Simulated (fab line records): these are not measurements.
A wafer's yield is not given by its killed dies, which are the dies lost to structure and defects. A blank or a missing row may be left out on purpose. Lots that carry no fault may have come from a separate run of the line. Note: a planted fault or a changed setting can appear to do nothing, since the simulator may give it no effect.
Problem report, 8D (eight disciplines) form, completed by code / flow n5-finfet / the parts of the form that need people (team, actions taken, sign-off) are left out

== 1. THE ISSUE ==
Wafers without a fault read 14, standard deviation 5.7; killed_at_M4_up at N5_PASSIVATION_PROBE_49 reads a mean of 122 on 9 wafers belonging to 3 lots. Measured from the usual mean, that is +19 standard deviations.
First seen on wafer L907.2, day 14 11:42, on prober-01. The record has a number at this step for 12 wafers belonging to 4 lots. Rule for "out" (also "out of limits"): further than 4 standard deviations from the usual mean. The other wafers with a number count as sound.

== 2. WHAT IT IS AND WHAT IT IS NOT ==
question=which readings at this step | is=killed_at_M4_up | is not=killed_at_M0_to_M3, killed-at-front-end, killed-at-other, killed-open, killed-short
question=which lots | is=L907, L908, L910 | is not=L913
question=which wafers of those lots | is=all that have a number | is not=-
question=read on which tools | is=prober-01 | is not=prober-02
question=when | is=from day 14 11:42 | is not=up to then (0 sound wafers); but 3 sound wafers of L913 came after

== 3. WHAT RULES OUT EACH SUSPECT ==
Counting: any tool at a process step up to the reading is kept as a suspect provided that every lot that is out went through it and no sound lot did after the first of them.
- cvd-co-01 at N5_BEOL_M4_PRE_CLEAN_60 (time 15 s): kept. It ran every lot that is out, first L907 (day 10 04:38), and no sound lot after that.
- prober-01 at N5_PASSIVATION_PROBE_49: kept. It ran every lot that is out, first L907 (day 14 11:42), and no sound lot after that. Out on those wafers are its own readings of killed_at_M4_up.
Remaining after the count are cvd-co-01 at N5_BEOL_M4_PRE_CLEAN_60 and prober-01 at N5_PASSIVATION_PROBE_49.

== 4. THE CAUSE (what the simulator had put in) ==
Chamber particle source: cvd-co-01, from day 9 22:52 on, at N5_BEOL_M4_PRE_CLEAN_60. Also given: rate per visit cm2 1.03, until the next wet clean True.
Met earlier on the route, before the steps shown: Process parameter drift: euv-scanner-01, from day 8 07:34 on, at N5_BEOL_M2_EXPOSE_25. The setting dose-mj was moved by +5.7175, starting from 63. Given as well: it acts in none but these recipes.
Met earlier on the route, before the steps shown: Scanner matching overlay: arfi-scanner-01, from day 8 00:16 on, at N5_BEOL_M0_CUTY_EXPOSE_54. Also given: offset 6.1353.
2 suspects survive the count, and this tool is in that group.

== 5. SEQUENCE OF EFFECTS, ordered by route ==
Each row: a reading where the mean over the struck wafers with a number is more than 3 standard deviations away from the usual. Only readings whose record carries a usual standard deviation are examined. hours: median over the lots of the time between each lot's start at the first step of this table that gives one and its start at this step. sigmas: the change, counted in usual standard deviations.
hours=0; step=N5_PASSIVATION_PROBE_49; reading=defect-limited-yield; usual=90.9 %; on struck wafers=81.7; change=-9.2; sigmas=-5.7
hours=0; step=N5_PASSIVATION_PROBE_49; reading=killed_at_M4_up; usual=14; on struck wafers=122; change=+108; sigmas=+19
hours=0; step=N5_PASSIVATION_PROBE_49; reading=killed-dies; usual=107; on struck wafers=216; change=+109; sigmas=+5.7
hours=0; step=N5_PASSIVATION_PROBE_49; reading=sort_bin_5_function; usual=5.3 %; on struck wafers=11.5; change=+6.2; sigmas=+5.6
hours=0; step=N5_PASSIVATION_PROBE_49; reading=sort-n-pass; usual=1073; on struck wafers=964; change=-109; sigmas=-5.7
hours=0; step=N5_PASSIVATION_PROBE_49; reading=sort-yield-pct; usual=90.9 %; on struck wafers=81.7; change=-9.2; sigmas=-5.7
The process steps in it:
- N5_PASSIVATION_PROBE_49

== 6. HOW IT WOULD HAVE BEEN CAUGHT EARLIER ==
In this record the first reading out of limits was taken at day 14 11:42, 109 hours after the fault began at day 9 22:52.
Tool readings at N5_BEOL_M4_PRE_CLEAN_60 with a usual standard deviation given in the record: none out on any struck wafer, hence no alarm at a limit of 4 standard deviations on them.
Each of the lots that are out, 3 in all, had begun N5_BEOL_M4_PRE_CLEAN_60 on cvd-co-01 no later than day 14 11:42. A hold on the tool at that time would have spared none of them.
